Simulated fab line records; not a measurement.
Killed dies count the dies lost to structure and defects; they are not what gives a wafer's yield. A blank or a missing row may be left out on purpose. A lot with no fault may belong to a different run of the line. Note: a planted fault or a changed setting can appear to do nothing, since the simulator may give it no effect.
Lot-split experiment	flow n5 finfet	21 wafers read across 7 lots, on a route 1938 steps long

== ON THE SPLIT ==
At N5_BEOL_M1_ILD_DEP_00 (deposits SiOC from DEMS/O2, target thk 79 nm, time 15.3 s), the setting time s was moved away from the recipe's 15.3 s on 3 of the 21 wafers read, by +5.2% to +10.7%. The other wafers ran this setting at the recipe's value.

Split to reading: the file shows no intervening step.

== THE READING ==
M1_ILD_THK (nm), taken at N5_BEOL_M1_THK_MEAS_01. On this fab line, fault-free wafers typically give 78.9 nm with a standard deviation of 0.89 nm.

wafer	tool, chamber at the split	time s as run, s	against the recipe	M1_ILD_THK, nm	against lot-mates on the recipe
L074.2	pecvd-04, 2	15.3	recipe	77.9	-
L074.3	pecvd-04, 0	15.3	recipe	77.1	-
L074.5	pecvd-04, 0	15.3	recipe	79.0	-
L078.3	pecvd-01, 2	16.1	+5.2%	82.6	+3.9
L078.5	pecvd-01, 2	15.3	recipe	78.7	-
L078.6	pecvd-01, 0	15.3	recipe	78.7	-
L082.3	pecvd-04, 0	15.3	recipe	79.4	-
L082.5	pecvd-04, 1	15.3	recipe	80.1	-
L082.6	pecvd-04, 2	15.3	recipe	79.5	-
L085.1	pecvd-01, 1	15.3	recipe	78.6	-
L085.2	pecvd-01, 2	16.93	+10.7%	87.6	+8.1
L085.6	pecvd-01, 2	15.3	recipe	80.4	-
L090.2	pecvd-01, 1	16.71	+9.2%	84.2	+5.5
L090.4	pecvd-01, 1,0	15.3	recipe	78.7	-
L090.5	pecvd-01, 1,0	15.3	recipe	78.8	-
L091.2	pecvd-01, 2	15.3	recipe	79.0	-
L091.3	pecvd-01, 1	15.3	recipe	78.1	-
L091.5	pecvd-01, 0	15.3	recipe	79.8	-
L094.3	pecvd-01, 0	15.3	recipe	77.7	-
L094.4	pecvd-01, 1	15.3	recipe	78.2	-
L094.5	pecvd-01, 0	15.3	recipe	80.2	-
Where a row lists several chambers, the file gives one row for several wafers and doesn't say which wafer went through which chamber.

FIT RESULTS
A straight line over all 21 wafers: M1_ILD_THK changes by +0.716 nm for each +1% of time s; r = +0.93; the points scatter about the line by 0.94 nm.
The same after taking each lot's own level away (the mean of its wafers on the recipe; 21 wafers): +0.695 nm for each +1%; r = +0.95; scatter 0.73 nm.
The reading moves by 7.4 nm for the largest change in time s, on that fit.
Measured against the standard deviation above, the lots' own levels, which go from 78.00 to 79.67 nm, span 1.9 times it.
So the lot-to-lot level changes the slope little: the two slopes agree.
Check: for one of the wafers moved furthest among these (+10.7%), held out of the fit, the line's prediction against its lot-mates is +6.7 nm. It came out at +8.1 nm against them.

== FURTHER SPLITS ON THESE WAFERS ==
These wafers also went through other splits before the reading. Each is held against what the fit with the lots' levels taken away leaves over:
other split on the same wafers	wafers away from the commonest value	r with M1_ILD_THK (lot level and that fit taken away)
N5_MOL_CONTACT_COAG_COAT_62 spin rpm	3	-0.08
N5_BEOL_M0_SAQP_EXPOSE_11 dose mj	5	+0.33

== THE WHOLE CHAIN: every reading that the file lists as answering this split, in the file's order ==
step	what it does	reading	change (the file's fit)	r (the file's)
N5_BEOL_M1_ILD_DEP_00	deposits SiOC from DEMS/O2, target thk 79 nm, time 15.3 s	SiOC_of_BEOL_M1_ILD_DEP_00.thk nm (the simulator's own value, which no gauge read)	+0.693 nm for each +1% of the setting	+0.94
N5_BEOL_M1_THK_MEAS_01		M1_ILD_THK	+0.696 for each +1% of the setting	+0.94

== THE FILE'S OWN FIT ==
M1_ILD_THK changes by +0.696 nm for each +1% of time s, r = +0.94.
